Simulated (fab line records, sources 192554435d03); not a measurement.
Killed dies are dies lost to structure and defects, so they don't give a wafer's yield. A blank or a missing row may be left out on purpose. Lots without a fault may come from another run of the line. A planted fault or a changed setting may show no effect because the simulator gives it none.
fab line records | flow n5_finfet
record lots=7 wafers=21
route steps=1938 shown BEOL_M13@1661 BEOL_M14@1753 BEOL_M15@1801 TV_OPEN@1887
start_h: hours from the record's first day to the start of the lot's first wafer shown | wait_h: hours since the lot's step before | " the same as in the row above | L1.1+2: a row that stands for several wafers | - no value, or no start given | * or withheld: withheld | < > ~ a bound
route shown NAME@n: a module of which the file shows steps, and the number in the route of the first | usual: mean/standard deviation of fault-free wafers | same: alike in all rows | chamber/n: place in a boat | sites: the reading at each site | _std_site: their standard deviation | _edge_site: outer sites' mean less inner sites' | radius_mm: how far each site lies from the wafer's centre | mask NAME#n: copy n | behind: the tool/chamber that last shaped the wafer | hold: why the lot was held/for how many hours/how that ended | device: the transistor (n, p or np) that didn't switch | end of line: the same wafers' tests at the end of the route | a step without rows: its recipe alone | killed: dies lost to structure and defects at the first sort, not the wafer's yield | map: a wafer's dies, x killed, . not, _ none there
set.NAME: the setting as run; set.NAME@STEP: as run at that earlier step | model.NAME: the simulator's own value behind a step, which no gauge read
lots whose settings were changed on purpose; a table a step, a row a wafer
## steps
# step N5_BEOL_M13_COAT_58
# recipe resist=BARC temp_c=205 time_s=60 spin_rpm=1500 resist_thk_nm=89
# columns lot.wafer tool chamber start_h wait_h set.spin_rpm model.BARC_of_BEOL_M13_COAT_58.thk_nm
L080.1 litho_track-01 0 269.35 0.0 1500 89.4
L080.2 " 0 " " 1500 89
L080.6 " 0 " " 1500 89.2
L081.2 litho_track-05 0 294.24 0.0 1500 89
L081.5+6 " 0 " " 1500 89.2
L083.1 litho_track-01 0 300.87 0.0 1500 89
L083.2+6 " 0 " " 1576 87
L087.2 litho_track-01 0 309.89 0.0 1500 89
L087.5 " 0 " " 1500 89.4
L087.6 " 0 " " 1500 89.2
L089.1+3+4 litho_track-04 0 335.90 0.0 1553 87.6
L092.1+5 litho_track-05 0 353.91 0.0 1656 85
L092.3 " 0 " " 1500 89.4
L096.1+3 litho_track-04 0 387.23 0.0 1500 89
L096.6 " 0 " " 1500 88.8
# step N5_BEOL_M13_COAT_04
# recipe spin_rpm=1625 resist_thk_nm=400
# step N5_BEOL_M13_EBR_06
# recipe solvent=PGMEA ebr_width_mm=1.5
# step N5_BEOL_M13_DESCUM_15
# recipe chemistry=O2 time_s=7.9 source_power_w=50 bias_power_w=20 pressure_mtorr=20 rf_frequency_hz=2.712e+07 temp_c=40 o2_flow_sccm=225
# step N5_BEOL_M13_ETCH_59
# recipe chemistry=N2/H2 target=BARC target_depth_a=890 overetch_a=267 time_s=67.9 ion_energy_ev=200 pressure_mtorr=30 source_w=840 bias_w=150 n2_flow_sccm=200 h2_flow_sccm=200
# columns lot.wafer tool chamber start_h wait_h set.spin_rpm@BEOL_M13_COAT_58 model.etch.depth_nm
L080.1 rie_diel-05 2 269.74 0.0 1500 89.49
L080.2 " 1 " " 1500 89.05
L080.6 " 3 " " 1500 89.18
L081.2 rie_diel-05 1 294.67 0.0 1500 88.94
L081.5 " 1 " " 1500 89.19
L081.6 " 2 " " 1500 89.14
L083.1 rie_diel-06 0 301.39 0.0 1500 89.06
L083.2 " 1 " " 1576 87
L083.6 " 0 " " 1576 86.93
L087.2 rie_diel-02 3 310.33 0.0 1500 89.04
L087.5 " 2 " " 1500 89.37
L087.6 " 3 " " 1500 89.29
L089.1 rie_diel-05 1 336.42 0.0 1553 87.69
L089.3 " 3 " " 1553 87.59
L089.4 " 2 " " 1553 87.52
L092.1 rie_diel-05 2 354.43 0.0 1656 84.92
L092.3 " 1 " " 1500 89.38
L092.5 " 1 " " 1656 84.93
L096.1 rie_diel-05 1 387.75 0.0 1500 88.93
L096.3 " 3 " " 1500 89.03
L096.6 " 0 " " 1500 88.73
# step N5_BEOL_M13_VIA_ETCH_16
# recipe chemistry=C4F8/O2/Ar target=SiOC pressure_mtorr=30 source_w=3000 bias_w=700 Ar_flow_sccm=400 C4F8_flow_sccm=15 O2_flow_sccm=8 he_inner_torr=15 he_outer_torr=30 target_depth_a=9217 time_s=withheld ion_energy_ev=250 ends=cleared
# columns lot.wafer tool chamber start_h wait_h set.time_s@BEOL_M13_ILD_DEP_00 model.etch.depth_nm model.coat_of_BEOL_M13_COAT_04.thk_nm
L080.1 rie_diel-05 2 269.80 0.0 * 816.9 75.8
L080.2 " 1 " " * 824.3 74.6
L080.6 " 3 " " * 901.4 51.2
L081.2 rie_diel-05 1 294.72 0.0 * 721.1 101.4
L081.5 " 1 " " * 722.3 101.2
L081.6 " 2 " " * 843.7 65
L083.1 rie_diel-06 0 301.44 0.0 * 819.8 78
L083.2 " 1 " " * 820.7 74.8
L083.6 " 0 " " * 899.2 54.2
L087.2 rie_diel-02 3 310.38 0.0 * 834.6 71.4
L087.5 " 2 " " * 843.3 69.4
L087.6 " 3 " " * 852.3 65.6
L089.1 rie_diel-05 1 336.48 0.0 * 724.5 103.2
L089.3 " 3 " " * 841.3 67.6
L089.4 " 2 " " * 747 97
L092.1 rie_diel-05 2 354.48 0.0 * 809.5 79.2
L092.3 " 1 " " * 714 108
L092.5 " 1 " " * 811.9 79.8
L096.1 rie_diel-05 1 387.80 0.0 * 835.4 69
L096.3 " 3 " " * 893.3 52.6
L096.6 " 0 " " * 901.2 50.8
# step N5_BEOL_M13_STRIP_63
# recipe chemistry=N2/H2 power_w=1000 temp_c=250 h2_frac=0.65 overash_fraction=0.3 pressure_mtorr=1000 n2_flow_sccm=1750 h2_flow_sccm=3250
# usual strip_time_to_endpoint_s=28.1/1.2
# columns lot.wafer tool chamber start_h wait_h set.time_s@BEOL_M13_ILD_DEP_00 strip_time_to_endpoint_s
L080.1 plasma_asher-02 1 270.03 - 166.4 29.4
L080.2 " 0 " " 166.4 29.0
L080.6 " 1 " " 179.5 22.0
L081.2 plasma_asher-02 1 294.96 - 144.6 36.6
L081.5 " 1 " " 144.6 36.5
L081.6 " 0 " " 166.4 26.2
L083.1 plasma_asher-02 1 301.68 - 166.4 30.0
L083.2 " 0 " " 166.4 29.1
L083.6 " 0 " " 178.8 22.9
L087.2 plasma_asher-01 0 310.62 - 166.4 28.1
L087.5 " 0 " " 166.4 27.5
L087.6 " 1 " " 166.4 26.3
L089.1 plasma_asher-01 0 336.71 - 145.5 37.1
L089.3 " 0 " " 166.4 26.9
L089.4 " 1 " " 145.5 35.4
L092.1 plasma_asher-01 1 354.72 - 166.4 30.3
L092.3 " 1 " " 146.7 38.4
L092.5 " 1 " " 166.4 30.5
L096.1 plasma_asher-02 0 388.04 - 166.4 27.3
L096.3 " 1 " " 178.3 22.4
L096.6 " 0 " " 178.3 21.8
# step N5_BEOL_M13_STRIP_64
# recipe chemistry=N2/H2 power_w=1000 temp_c=250 h2_frac=0.65 overash_fraction=0.3 pressure_mtorr=withheld n2_flow_sccm=1750 h2_flow_sccm=3250
# usual strip_time_to_endpoint_s=31.33/0.07
# columns lot.wafer tool chamber start_h wait_h set.spin_rpm@BEOL_M13_COAT_58 strip_time_to_endpoint_s
L080.1 plasma_asher-02 1 270.09 0.0 1500 31.45
L080.2 " 0 " " 1500 31.31
L080.6 " 1 " " 1500 31.35
L081.2 plasma_asher-02 1 295.02 0.0 1500 31.29
L081.5 " 1 " " 1500 31.37
L081.6 " 0 " " 1500 31.35
L083.1 plasma_asher-02 1 301.74 0.0 1500 31.32
L083.2 " 0 " " 1576 30.74
L083.6 " 0 " " 1576 30.73
L087.2 plasma_asher-01 0 310.68 0.0 1500 31.34
L087.5 " 0 " " 1500 31.42
L087.6 " 1 " " 1500 31.40
L089.1 plasma_asher-01 0 336.77 0.0 1553 30.94
L089.3 " 0 " " 1553 30.89
L089.4 " 1 " " 1553 30.87
L092.1 plasma_asher-01 1 354.78 0.0 1656 30.14
L092.3 " 1 " " 1500 31.43
L092.5 " 1 " " 1656 30.16
L096.1 plasma_asher-02 0 388.10 0.0 1500 31.28
L096.3 " 1 " " 1500 31.32
L096.6 " 0 " " 1500 31.24
# step N5_BEOL_M13_STRIP_71
# recipe chemistry=post_etch_residue_remover time_s=60 temp_c=25 remover_ph=withheld remover_water_wt_pct=withheld remover_fluoride_wt_pct=withheld
# step N5_BEOL_M13_SRD_72
# recipe time_s=30 temp_c=23 rinse_liquid=diw dry=n2_spin spin_rpm=1500 dry_time_s=30
# step N5_BEOL_M13_STRIP_37
# recipe chemistry=N2/H2 power_w=1000 temp_c=250 h2_frac=0.65 overash_fraction=0.3 pressure_mtorr=withheld n2_flow_sccm=1750 h2_flow_sccm=3250
# step N5_BEOL_M13_ETCH_38
# recipe chemistry=CF4/N2 target=SiCN target_depth_a=675 taper_deg=2 time_s=71.9 ion_energy_ev=150 mask_material=SiO2 pressure_mtorr=40 source_w=430 bias_w=70 Ar_flow_sccm=100 cf4_flow_sccm=60 n2_flow_sccm=60
# columns lot.wafer tool chamber start_h wait_h set.time_s@BEOL_M13_ILD_DEP_00 model.SiOC_of_BEOL_M13_ILD_DEP_00.thk_nm
L080.1 rie_diel-06 3 271.66 - 166.4 767.6
L080.2 " 1 " " 166.4 774
L080.6 " 1 " " 179.5 851.8
L081.2 rie_diel-06 0 298.84 - 144.6 674.2
L081.5 " 0 " " 144.6 675.2
L081.6 " 3 " " 166.4 793.4
L083.1 rie_diel-05 3 304.72 - 166.4 770.4
L083.2 " 0 " " 166.4 770.8
L083.6 " 0 " " 178.8 849
L087.2 rie_diel-02 1 317.43 - 166.4 786.8
L087.5 " 1 " " 166.4 795.4
L087.6 " 2 " " 166.4 802.8
L089.1 rie_diel-05 0 339.14 - 145.5 675.2
L089.3 " 2 " " 166.4 792.6
L089.4 " 1 " " 145.5 698.4
L092.1 rie_diel-02 3 359.58 - 166.4 761.4
L092.3 " 1 " " 146.7 666.4
L092.5 " 2 " " 166.4 762.6
L096.1 rie_diel-02 3 395.52 - 166.4 787.8
L096.3 " 0 " " 178.3 844.8
L096.6 " 0 " " 178.3 852.8
# step N5_BEOL_M14_TRENCH_ETCH_34
# recipe chemistry=C4F8/O2/Ar target=SiO2 target_depth_a=5566.5 mask_material=SOC he_inner_torr=15 he_outer_torr=30 time_s=126.9 ion_energy_ev=800 pressure_mtorr=20 source_w=1905 bias_w=2040 Ar_flow_sccm=400 C4F8_flow_sccm=16 O2_flow_sccm=12
# usual rf_vpp_V=2230/35
# columns lot.wafer tool chamber start_h wait_h set.bias_w rf_vpp_V
L080.1 rie_diel-01 2 275.54 0.0 2040 2210
L080.2 " 3 " " 2040 2266
L080.6 " 3 " " 2322 2477
L081.2 rie_diel-01 0 302.72 0.0 1703 1936
L081.5 " 1 " " 2040 2228
L081.6 " 2 " " 2040 2211
L083.1 rie_diel-03 1 308.77 0.0 2214 2366
L083.2 " 3 " " 2214 2320
L083.6 " 3 " " 2040 2193
L087.2 rie_diel-01 3 321.47 0.0 2040 2266
L087.5 " 1 " " 2040 2229
L087.6 " 2 " " 2040 2212
L089.1 rie_diel-01 3 343.22 0.0 1845 2111
L089.3 " 0 " " 2040 2198
L089.4 " 2 " " 2040 2208
L092.1 rie_diel-03 0 363.72 0.0 2221 2426
L092.3 " 3 " " 2040 2192
L092.5 " 0 " " 2221 2427
L096.1 rie_diel-04 0 399.08 0.0 2040 2162
L096.3 " 2 " " 2040 2273
L096.6 " 2 " " 1752 2043
# step N5_BEOL_M15_PEB_26
# recipe peb_temp_c=130 peb_time_s=90
# columns lot.wafer tool chamber start_h wait_h set.peb_temp_c
L080.1+6 litho_track-05 0 282.66 0.1 129
L080.2 " 0 " " 130
L081.2 litho_track-03 0 309.39 0.0 128.5
L081.5+6 " 0 " " 130
L083.1 litho_track-03 0 315.06 0.1 128.3
L083.2+6 " 0 " " 130
L087.2+5+6 litho_track-05 0 327.79 0.0 130
L089.1+4 litho_track-03 0 347.66 0.1 130
L089.3 " 0 " " 132.5
L092.1 litho_track-04 0 370.71 0.1 127
L092.3+5 " 0 " " 130
L096.1+3+6 litho_track-03 0 406.10 0.1 130
# step N5_BEOL_M15_DEVELOP_27
# recipe develop_time_s=45 rinse_liquid=diw dry=air_spin dev_temp_c=21
# step N5_BEOL_M15_HARDBAKE_32
# recipe temp_c=130 time_s=120
# step N5_BEOL_M15_CD_MEAS_28
# recipe target_cd_nm=407.6 landing_energy_ev=500 detector=se_inlens
# usual cd_nm=408.2/2
# columns lot.wafer tool chamber start_h wait_h set.peb_temp_c@BEOL_M15_PEB_26 cd_nm
L080.1 cd_sem-02 0 282.78 - 129 404.5
L080.2 " 0 " " 130 410.7
L080.6 " 0 " " 129 403.7
L081.2 cd_sem-03 0 309.51 - 128.5 400.6
L081.5 " 0 " " 130 404.4
L081.6 " 0 " " 130 409.6
L083.1 cd_sem-02 0 315.18 - 128.3 402.1
L083.2 " 0 " " 130 405.3
L083.6 " 0 " " 130 411.5
L087.2 cd_sem-03 0 327.90 - 130 411.9
L087.5 " 0 " " 130 409.0
L087.6 " 0 " " 130 412.2
L089.1 cd_sem-03 0 347.77 - 130 410.2
L089.3 " 0 " " 132.5 417.1
L089.4 " 0 " " 130 410.5
L092.1 cd_sem-03 0 370.83 - 127 390.6
L092.3 " 0 " " 130 408.5
L092.5 " 0 " " 130 409.1
L096.1 cd_sem-02 0 406.21 - 130 408.2
L096.3 " 0 " " 130 412.2
L096.6 " 0 " " 130 409.1
# step N5_BEOL_M15_DESCUM_33
# recipe chemistry=O2 time_s=7.9 source_power_w=50 bias_power_w=20 pressure_mtorr=20 rf_frequency_hz=2.712e+07 temp_c=40 o2_flow_sccm=225
# columns lot.wafer tool chamber start_h wait_h set.peb_temp_c@BEOL_M15_PEB_26 model.BEOL_M15.cd_nm
L080.1 rie_diel-05 2 282.94 0.1 129 404.4
L080.2 " 1 " " 130 410.8
L080.6 " 2 " " 129 404
L081.2 rie_diel-06 3 309.60 0.0 128.5 400.4
L081.5 " 3 " " 130 404.4
L081.6 " 1 " " 130 409.2
L083.1 rie_diel-05 1 315.26 0.0 128.3 402.4
L083.2 " 0 " " 130 405.2
L083.6 " 2 " " 130 411.4
L087.2+6 rie_diel-05 3 327.99 0.0 130 412.4
L087.5 " 2 " " 130 409.2
L089.1 rie_diel-02 1 347.86 0.0 130 410
L089.3 " 3 " " 132.5 417
L089.4 " 0 " " 130 410.4
L092.1 rie_diel-02 1 371.07 0.2 127 390.2
L092.3 " 2 " " 130 408.6
L092.5 " 3 " " 130 409.2
L096.1 rie_diel-05 2 406.30 0.0 130 408.2
L096.3 " 0 " " 130 412.6
L096.6 " 3 " " 130 409
# step N5_BEOL_M15_TRENCH_ETCH_34
# recipe chemistry=C4F8/O2/Ar target=SiO2 target_depth_a=8729.3 he_inner_torr=15 he_outer_torr=30 time_s=199 ion_energy_ev=800 pressure_mtorr=20 source_w=1905 bias_w=2040 Ar_flow_sccm=400 C4F8_flow_sccm=16 O2_flow_sccm=12
# columns lot.wafer tool chamber start_h wait_h set.time_s set.peb_temp_c@BEOL_M15_PEB_26 model.etch.depth_nm model.BEOL_M15.cd_nm model.coat_of_BEOL_M15_COAT_22.thk_nm
L080.1 rie_diel-05 2 283.03 0.0 168.4 129 747.9 395.8 570
L080.2 " 1 " " 199 130 877.8 402.8 541.4
L080.6 " 2 " " 168.4 129 745.7 396.6 570.4
L081.2 rie_diel-06 3 309.73 0.1 199 128.5 890.1 392 535.2
L081.5 " 3 " " 199 130 899.1 395.8 536
L081.6 " 1 " " 199 130 879.6 401.8 540.6
L083.1 rie_diel-05 1 315.35 0.0 199 128.3 865.4 394.6 547.4
L083.2 " 0 " " 199 130 877.7 399 542.6
L083.6 " 2 " " 199 130 875.8 404.4 545.8
L087.2 rie_diel-05 3 328.08 0.0 199 130 876.5 404 539
L087.5 " 2 " " 199 130 875.1 400.6 540.8
L087.6 " 3 " " 199 130 877.6 405 535
L089.1 rie_diel-02 1 347.95 0.0 238.6 130 1039 405.2 513
L089.3 " 3 " " 238.6 132.5 1050 412 507.6
L089.4 " 0 " " 199 130 884.7 404.6 539
L092.1 rie_diel-02 1 371.15 0.0 199 127 859.3 383.6 551
L092.3 " 2 " " 199 130 871.7 400.8 546.4
L092.5 " 3 " " 199 130 878.3 402.2 545.8
L096.1 rie_diel-05 2 406.39 0.0 199 130 878 400.2 540.6
L096.3 " 0 " " 199 130 893 406.2 534.6
L096.6 " 3 " " 199 130 879.6 401.8 540.6
# step N5_BEOL_M15_STRIP_36
# recipe chemistry=O2 power_w=600 temp_c=60 pressure_mtorr=30 rf_frequency_hz=6e+07 bias_power_w=0 overash_fraction=0.3 o2_flow_sccm=225
# step N5_BEOL_M15_ECD_47
# recipe material=Cu target_thk_a=18600
# step N5_BEOL_M15_ANNEAL_48
# recipe temp_c=225 time_s=90 ambient=N2
# step N5_BEOL_M15_CMP_49
# recipe stop_on=SiO2 t_overpolish_s=4.9 down_force_psi=2 platen_rpm=80 clearing_platen_down_force_psi=2 clearing_platen_rpm=80 post_cmp_clean=cu_alkaline target_thk_nm=850 clearing_platen_pad_velocity_m_s=1.5917 pad_velocity_m_s=1.5917
# columns lot.wafer tool chamber start_h wait_h set.time_s@BEOL_M15_TRENCH_ETCH_34 model.Cu_of_BEOL_M15_ECD_47.thk_nm
L080.1 cmp-04 1 286.56 0.3 168.4 724.4
L080.2 " 2 " " 199 854.2
L080.6 " 1 " " 168.4 722.4
L081.2 cmp-04 1 312.73 0.3 199 868.2
L081.5 " 2 " " 199 878.2
L081.6 " 3 " " 199 855.6
L083.2 cmp-04 0 324.71 0.2 199 854.6
L083.1 " 2 " " 199 842.2
L083.6 " 0 " " 199 853.8
L087.2+6 cmp-03 3,0 331.59 0.2 199 854.4
L087.5 " 3 " " 199 852.2
L089.4 cmp-03 3 352.34 0.1 199 860.8
L089.3 " 0 " " 238.6 1027
L089.1 " 1 " " 238.6 1015
L092.3 cmp-02 0 376.16 0.2 199 849.4
L092.1 " 3 " " 199 835.4
L092.5 " 0 " " 199 856.4
L096.1 cmp-03 0 410.11 0.3 199 853.8
L096.3 " 2 " " 199 868.6
L096.6 " 3 " " 199 855.4
# step N5_BEOL_M15_THK_MEAS_50
# recipe thk_meas_gauge=xrf reads=Cu_of_BEOL_M15_ECD_47
# usual M15_THK=857/14
# columns lot.wafer tool chamber start_h wait_h set.time_s@BEOL_M15_TRENCH_ETCH_34 M15_THK[nm]
L080.1 film_metro-02 - 286.82 - 168.4 725
L080.2 " - " " 199 851
L080.6 " - " " 168.4 726
L081.2 film_metro-02 - 312.91 - 199 869
L081.5 " - " " 199 881
L081.6 " - " " 199 856
L083.1 film_metro-02 - 324.98 0.1 199 836
L083.2 " - " " 199 851
L083.6 " - " " 199 851
L087.2 film_metro-01 - 331.88 - 199 868
L087.5 " - " " 199 868
L087.6 " - " " 199 867
L089.1 film_metro-01 - 352.64 - 238.6 1033
L089.3 " - " " 238.6 1045
L089.4 " - " " 199 878
L092.1 film_metro-01 - 376.45 - 199 846
L092.3 " - " " 199 858
L092.5 " - " " 199 867
L096.1 film_metro-02 - 410.36 - 199 849
L096.3 " - " " 199 863
L096.6 " - " " 199 847
# step N5_BEOL_M15_PRE_CLEAN_52
# recipe gas=NH3 time_s=15 temp_c=withheld rf_power_w=300
# step N5_BEOL_M15_DEP_53
# recipe material=SiCN target_thk_a=500 temp_c=withheld precursor=3MS/NH3 pressure_torr=3 rf_w=675 time_s=17.8
# step N5_BEOL_M15_RS_MEAS_54
# recipe thk_meas_gauge=four-point-probe reads=Cu_of_BEOL_M15_ECD_47+Ta_of_BEOL_M15_SPUTTER_44+TaN_of_BEOL_M15_SPUTTER_43
# usual M15_RS=0.0215/0.00034
# columns lot.wafer tool chamber start_h wait_h set.time_s@BEOL_M15_TRENCH_ETCH_34 M15_RS[ohm/sq]
L080.1 film_metro-01 - 286.95 0.0 168.4 0.0253
L080.2 " - " " 199 0.0214
L080.6 " - " " 168.4 0.0254
L081.2 film_metro-02 - 313.04 0.1 199 0.0210
L081.5 " - " " 199 0.0208
L081.6 " - " " 199 0.0214
L083.1 film_metro-01 - 325.11 0.0 199 0.0218
L083.2 " - " " 199 0.0214
L083.6 " - " " 199 0.0214
L087.2 film_metro-02 - 332.01 0.1 199 0.0214
L087.5 " - " " 199 0.0215
L087.6 " - " " 199 0.0214
L089.1 film_metro-01 - 352.79 0.1 238.6 0.0181
L089.3 " - " " 238.6 0.0178
L089.4 " - " " 199 0.0213
L092.1 film_metro-02 - 376.58 0.0 199 0.0219
L092.3 " - " " 199 0.0216
L092.5 " - " " 199 0.0214
L096.1 film_metro-01 - 410.52 0.1 199 0.0215
L096.3 " - " " 199 0.0211
L096.6 " - " " 199 0.0214
# step N5_PASSIVATION_PASS_ETCH_74
# recipe chemistry=CF4/O2 target=SiNx target_depth_a=2200 time_s=110 ion_energy_ev=100 pressure_mtorr=40 source_w=535 bias_w=49 Ar_flow_sccm=100 cf4_flow_sccm=100 O2_flow_sccm=10
# columns lot.wafer tool chamber start_h wait_h set.cf4_flow_sccm
L080.1+6 rie_diel-06 0,2 292.11 0.0 118.8
L080.2 " 3 " " 100
L081.2+5+6 rie_diel-06 3,2,3 322.08 0.0 100
L083.1 rie_diel-05 1 330.72 0.0 100
L083.2+6 " 3 " " 86.49
L087.2+5+6 rie_diel-05 0,2,1 338.28 0.0 100
L089.1+4 rie_diel-05 3,0 360.03 0.0 84.27
L089.3 " 1 " " 100
L092.1 rie_diel-02 0 385.61 0.0 106
L092.3+5 " 1,2 " " 100
L096.1 rie_diel-06 2 417.79 0.0 100
L096.3+6 " 0,3 " " 115.3
## key
split step=N5_BEOL_M13_COAT_58 setting=spin_rpm stated=1500 by=wafer
response step=N5_BEOL_M13_COAT_58 reading=model.BARC_of_BEOL_M13_COAT_58.thk_nm change=-0.418 per=1% r=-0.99
response step=N5_BEOL_M13_ETCH_59 reading=model.etch.depth_nm change=-0.425 per=1% r=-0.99
response step=N5_BEOL_M13_STRIP_64 reading=strip_time_to_endpoint_s change=* per=1% r=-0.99
split step=N5_BEOL_M14_TRENCH_ETCH_34 setting=bias_w stated=2040 by=wafer
response step=N5_BEOL_M14_TRENCH_ETCH_34 reading=rf_vpp_V change=+16.2 per=1% r=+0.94
split step=N5_BEOL_M15_PEB_26 setting=peb_temp_c stated=130 by=wafer
response step=N5_BEOL_M15_CD_MEAS_28 reading=cd_nm change=+5.98 per=1% r=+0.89
response step=N5_BEOL_M15_DESCUM_33 reading=model.BEOL_M15.cd_nm change=+6.04 per=1% r=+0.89
response step=N5_BEOL_M15_TRENCH_ETCH_34 reading=model.BEOL_M15.cd_nm change=+6.1 per=1% r=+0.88
split step=N5_BEOL_M15_TRENCH_ETCH_34 setting=time_s stated=199 by=wafer
response step=N5_BEOL_M15_TRENCH_ETCH_34 reading=model.etch.depth_nm change=+8.22 per=1% r=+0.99
response step=N5_BEOL_M15_TRENCH_ETCH_34 reading=model.coat_of_BEOL_M15_COAT_22.thk_nm change=-1.6 per=1% r=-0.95
response step=N5_BEOL_M15_CMP_49 reading=model.Cu_of_BEOL_M15_ECD_47.thk_nm change=+8.23 per=1% r=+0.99
response step=N5_BEOL_M15_THK_MEAS_50 reading=M15_THK change=+8.1 per=1% r=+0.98
response step=N5_BEOL_M15_RS_MEAS_54 reading=M15_RS change=-0.000202 per=1% r=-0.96
split step=N5_PASSIVATION_PASS_ETCH_74 setting=cf4_flow_sccm stated=100 by=wafer
response none in this file
split outside_this_file step=N5_BEOL_M13_ILD_DEP_00 setting=time_s
# split outside_this_file: this setting was split too, and the file shows its column; the key of that split is in another file
